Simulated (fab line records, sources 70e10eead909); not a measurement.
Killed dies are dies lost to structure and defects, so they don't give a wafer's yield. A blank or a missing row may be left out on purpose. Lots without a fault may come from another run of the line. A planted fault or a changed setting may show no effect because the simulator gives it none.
A struck lot beside a sound one | flow nand_harc | 44 steps out of a route of 1302
Sound: wafers L530.2, L530.3, L530.4. Struck: wafers L522.3, L522.4, L522.5. The cause comes at the end.
At each step with rows: each side's tool, then ch and its chambers, then its first start. Under that, the readings that differ: sound wafers | struck wafers | difference of the means | sigmas: that difference in standard deviations of wafers without a fault.
alike: readings whose means differ by less than 2 such deviations, and words and numbers that are the same on both sides. not compared: withheld readings, readings that some wafer has no value for, bounds like >300 that may hide the same value, and numbers for which the record gives no deviation and whose values overlap.
The two part at a step that has a row with sigmas, a row that says differs or no value, or rows on one side only. Numbers that don't overlap but have no deviation are shown without sigmas and don't part them. A reading that every wafer of one side lacks parts them only if that side has two wafers or more.

first, 1 step without rows for these wafers: NHARC_P_STI_ANNEAL_34 (time 1800 s).
NHARC_P_STI_CMP_21: polishes, t overpolish 20 s, target thk 380.67 nm.
  sound on cmp-03 ch 0,1,3, day 9 17:03; struck on cmp-03 ch 0,1,3, day 6 01:46
  alike: motor_current_A, overpolish_run_s, retaining_ring_pressure_frac, slurry_filter_dp_kPa
then, 7 steps without rows for these wafers: NHARC_P_STI_SRD_35; NHARC_P_STI_ETCH_36 (etches SiO2 in dHF, target depth 38.8 nm); NHARC_P_STI_STRIP_24 (strips Si3N4 in H3PO4); NHARC_P_STI_ETCH_37 (etches SiO2 in dHF, target depth 11 nm); NHARC_P_STI_PRECLEAN_38 (cleans in SC1); NHARC_P_STI_SRD_39; NHARC_P_STI_OXIDE_40 (material SiO2, target thk 10 nm, ox time 1362 s).
NHARC_P_STI_INSPECT_25:
  sound on defect_inspect-02, day 10 00:52; struck on defect_inspect-02, day 6 10:37
  alike: raw_defect_count
then, 1 step without rows for these wafers: NHARC_P_GATE_ETCH_69 (etches SiO2 in dHF, target depth 14 nm).
NHARC_P_GATE_PRECLEAN_70: cleans in SC1.
  sound on wet_bench-05 ch 1,2,3, day 10 01:01; struck on wet_bench-02 ch 2,5,6, day 6 10:45
  alike: bath_guard_temp_C
then, 10 steps without rows for these wafers: NHARC_P_GATE_SRD_01; NHARC_P_GATE_OXIDE_02 (material SiO2, target thk 37.5 nm, ox time 365 s); NHARC_P_GATE_DEHYDRATE_03 (time 120 s); NHARC_P_GATE_HMDS_04 (time 30 s); NHARC_P_GATE_COAT_05; NHARC_P_GATE_SOFTBAKE_06 (time 95 s); NHARC_P_GATE_EBR_07; NHARC_P_GATE_EXPOSE_08 (exposes mask P HV); NHARC_P_GATE_PEB_09 (peb time 85 s); NHARC_P_GATE_DEVELOP_10 (time 70 s).
NHARC_P_GATE_CD_MEAS_11: target cd 1640 nm.
  sound on cd_sem-02 ch 0, day 10 09:25; struck on cd_sem-02 ch 0, day 6 19:18
  alike: cd_nm
then, 1 step without rows for these wafers: NHARC_P_GATE_HARDBAKE_12 (time 80 s).
NHARC_P_GATE_DESCUM_13: chemistry O2, time 3 s.
  sound on rie_diel-01 ch 0,2,3, day 10 09:35; struck on rie_diel-12 ch 0,1, day 6 19:28
  alike: drypump_motor_current_A, oes_product_au, rf_vpp_V, showerhead_plenum_p_Torr, throttle_valve_pct
  not compared: rf_hours_counter_h
then, 6 steps without rows for these wafers: NHARC_P_GATE_ETCH_14 (etches SiO2 in dHF, target depth 48.8 nm); NHARC_P_GATE_STRIP_15 (strips in SPM, time 780 s); NHARC_P_GATE_PRECLEAN_71 (cleans in SC1); NHARC_P_GATE_SRD_72; NHARC_P_GATE_OXIDE_16 (material SiO2, target thk 3 nm, ox time 392 s); NHARC_P_GATE_CVD_17 (deposits poly-Si, target thk 150 nm, time 900 s).
NHARC_P_GATE_HM_DEP_102: deposits aC, target thk 120 nm.
  sound on acl_dep-03 ch 0, day 10 22:02; struck on acl_dep-02 ch 0, day 7 10:41
  alike: throttle_valve_pct
NHARC_P_GATE_DEP_103: deposits SiON, target thk 30 nm.
  sound on pecvd-02 ch 0,1,2, day 10 22:46; struck on pecvd-04 ch 0,2, day 7 11:11
  alike: heater_power_w
then, 8 steps without rows for these wafers: NHARC_P_GATE_DEHYDRATE_18 (time 120 s); NHARC_P_GATE_HMDS_19 (time 30 s); NHARC_P_GATE_COAT_20 (resist thk 90 nm); NHARC_P_GATE_SOFTBAKE_21 (time 55 s); NHARC_P_GATE_EBR_22; NHARC_P_GATE_EXPOSE_23 (exposes mask P GATE, target cd 120 nm); NHARC_P_GATE_PEB_24 (peb time 65 s); NHARC_P_GATE_DEVELOP_25 (develop time 35 s).
NHARC_P_GATE_INSPECT_28:
  sound on defect_inspect-01, day 10 23:41; struck on defect_inspect-01, day 7 11:49
  reading          | sound | struck      | difference | sigmas
  raw_defect_count | 5 7 8 | 468 505 449 | +467       | +99 or more
NHARC_P_GATE_INSPECT_68:
  sound on defect_inspect-02, day 11 19:35; struck on defect_inspect-02, day 8 06:19
  reading          | sound       | struck      | difference | sigmas
  raw_defect_count | 186 424 230 | 610 601 518 | +296       | +4
-- the record jumps here: 18 days lie between the struck wafers' starts before and after (it left off in module P_GATE and takes up again in module END, whose first step shown is number 1302 of the route) --
NHARC_END_SORT_01:
  the record has rows for the struck wafers here (prober-02 ch 0, day 26 04:02) and none for the sound ones

WHERE THEY PART
First at NHARC_P_GATE_INSPECT_28; last, within this record, at NHARC_END_SORT_01.

WHY: what the simulator had put in
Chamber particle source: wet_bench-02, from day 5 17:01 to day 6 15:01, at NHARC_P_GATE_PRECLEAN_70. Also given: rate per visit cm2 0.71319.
